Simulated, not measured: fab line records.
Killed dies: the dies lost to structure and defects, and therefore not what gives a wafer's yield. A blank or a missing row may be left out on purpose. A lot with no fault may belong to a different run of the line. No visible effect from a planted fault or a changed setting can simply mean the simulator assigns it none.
A struck lot beside a sound one    flow nand harc    23 out of 1302 route steps
Sound: the wafers L407.1, L407.2, L407.4. Wafers struck: L416.1, L416.2, L416.6. At the end, the cause is stated.
For every step that has rows: the tool of each side, followed by ch and its chambers, followed by its first start. Under that, the readings that differ: sound wafers    struck wafers    difference of the means    sigmas: that difference in standard deviations of wafers without a fault.
alike: readings whose means differ by less than 2 such deviations, and words and numbers that are the same on both sides. not compared: withheld readings, readings that some wafer has no value for, bounds like >300 that may hide the same value, and numbers for which the record gives no deviation and whose values overlap.
Wherever a step has rows on one side only, a row that says differs or no value, or a row with sigmas, the two part there. Non-overlapping numbers with no deviation appear without sigmas and do not part them. A reading that every wafer of one side lacks parts them only if that side has two wafers or more.

first, 1 step without rows for these wafers: NHARC_A_SGD_CUT_ETCH_26 (etches SiO2 in dHF, target depth 45.8 nm).
NHARC_A_SGD_CUT_ETCHBACK_24: etches the open film in CH3F/O2, target depth 50 nm, time 92.857 s.
  sound on rie diel-10 ch 0,2,3, day 20 05:02; struck on rie diel-10 ch 0,1, day 23 11:33
  alike: drypump motor current A, oes product au, rf vpp V, showerhead plenum p Torr, throttle valve pct
  not compared: rf hours counter h
NHARC_A_SGD_CUT_STRIP_28: strips in O2, time 20 s.
  sound on rie diel-10 ch 0,1,2; struck on rie diel-10 ch 0,2,3
  alike: drypump motor current A, oes product au, rf vpp V, showerhead plenum p Torr, throttle valve pct
  not compared: rf hours counter h
NHARC_A_SGD_CUT_INSPECT_25:
  sound on defect inspect-01, day 20 05:16; struck on defect inspect-02, day 23 11:48
  alike: raw defect count
then, 1 step without rows for these wafers: NHARC_A_SLIT_DEP_25 (deposits SiO2, target thk 200 nm).
NHARC_A_SLIT_DEP_00: deposits aC, target thk 6200 nm.
  sound on acl dep-02 ch 0, day 20 05:41; struck on acl dep-01 ch 0, day 23 13:32
  alike: throttle valve pct
NHARC_A_SLIT_DEP_23: deposits SiON, target thk 100 nm.
  sound on pecvd-03 ch 0,2, day 20 09:29; struck on pecvd-04 ch 0,1, day 23 17:28
  alike: heater power w
  not compared: since wet clean h
then, 5 steps without rows for these wafers: NHARC_A_SLIT_DEHYDRATE_01 (time 120 s); NHARC_A_SLIT_HMDS_02 (time 30 s); NHARC_A_SLIT_COAT_03 (resist thk 90 nm); NHARC_A_SLIT_SOFTBAKE_04 (time 55 s); NHARC_A_SLIT_EBR_05.
NHARC_A_SLIT_EXPOSE_06: exposes mask SLIT.
  sound on arfi scanner-03 ch 0, day 20 09:53; struck on arfi scanner-02 ch 0, day 23 17:52
reading               sound           struck          difference  sigmas
exposure dose mJ cm2  60.7 60.7 60.6  66.1 66.0 66.1  +5.4        +9
  alike: mask
then, 2 steps without rows for these wafers: NHARC_A_SLIT_PEB_07 (peb time 65 s); NHARC_A_SLIT_DEVELOP_08 (develop time 35 s).
NHARC_A_SLIT_CD_MEAS_09: the cd target is 300 nm.
  sound on cd sem-01 ch 0, day 20 10:02; struck on cd sem-01 ch 0, day 23 18:01
reading     sound              struck             difference  sigmas
cd nm (nm)  300.0 300.2 300.1  302.7 302.9 303.4  +2.9        +6
NHARC_A_SLIT_OVL_MEAS_10:
  sound on overlay-02, day 20 10:07; struck on overlay-02, day 23 18:06
reading            sound           struck       difference  sigmas
overlay x nm (nm)  -1.0 -0.6 -0.6  0.9 1.5 1.3  +2.0        +2
  alike: overlay y nm
NHARC_A_SLIT_INSPECT_11:
  sound on defect inspect-02, day 20 10:09; struck on defect inspect-02, day 23 18:08
  alike: raw defect count
NHARC_A_SLIT_DESCUM_14: chemistry O2, time 3 s.
  sound on rie diel-05 ch 0,1,2, day 20 10:13; struck on rie diel-03 ch 0,1,2, day 23 18:13
  alike: drypump motor current A, oes product au, rf vpp V, showerhead plenum p Torr, throttle valve pct
  not compared: rf hours counter h
NHARC_A_SLIT_ETCH_24: etches the open film in CF4/CHF3, target depth 121 nm, time 60.5 s.
  sound on rie diel-05 ch 0,1,3, day 20 10:18; struck on rie diel-03 ch 0,2, day 23 18:17
reading                         sound                struck             difference  sigmas
oes product au (a.u.)           0.922 0.926 0.911    0.966 0.958 0.974  +0.046      +2
model.A_SLIT.cd offset nm (nm)  -1.266 -1.33 -1.815  2.421 3.057 3.184  +4.358      
  alike: drypump motor current A, rf vpp V, showerhead plenum p Torr, throttle valve pct
  not compared: rf hours counter h
NHARC_A_SLIT_ETCH_15: etches the open film in O2/COS, target depth 6200 nm, time 1612 s.
  sound on rie diel-05 ch 1,2,3; struck on rie diel-03 ch 1,3
reading                         sound                 struck            difference  sigmas
model.A_SLIT.cd offset nm (nm)  -0.8296 -1.294 -1.56  2.69 3.132 3.002  +4.17       
  alike: cos flow sccm, drypump motor current A, oes product au, rf vpp V, showerhead plenum p Torr, throttle valve pct
  not compared: rf hours counter h
then, 1 step without rows for these wafers: NHARC_A_SLIT_ETCH_17 (etches the open film in C4F8/O2/Ar, time 4254.5 s, target depth 20300 nm).
-- jump in the record: it breaks off in module A_SLIT and resumes in module END (first step shown: number 1302 of the route), and 5 days separate the struck wafers' starts before and after --
NHARC_END_SORT_01:
  sound on prober-01 ch 0, day 25 01:11; struck on prober-01 ch 0, day 28 08:11
reading              sound  struck  difference  sigmas
killed at other      2 5 2  0 0 0   -3          -2
killed at periphery  2 4 0  6 8 7   +5          +2
  alike: killed at array, killed dies, killed open, killed short

== WHERE THEY PART ==
First at NHARC_A_SLIT_EXPOSE_06; last, within this record, at NHARC_END_SORT_01.

WHY: what had been put in by the simulator
Process parameter drift: arfi scanner-02, from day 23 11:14 on, at NHARC_A_SLIT_EXPOSE_06. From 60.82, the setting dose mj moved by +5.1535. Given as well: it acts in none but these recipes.
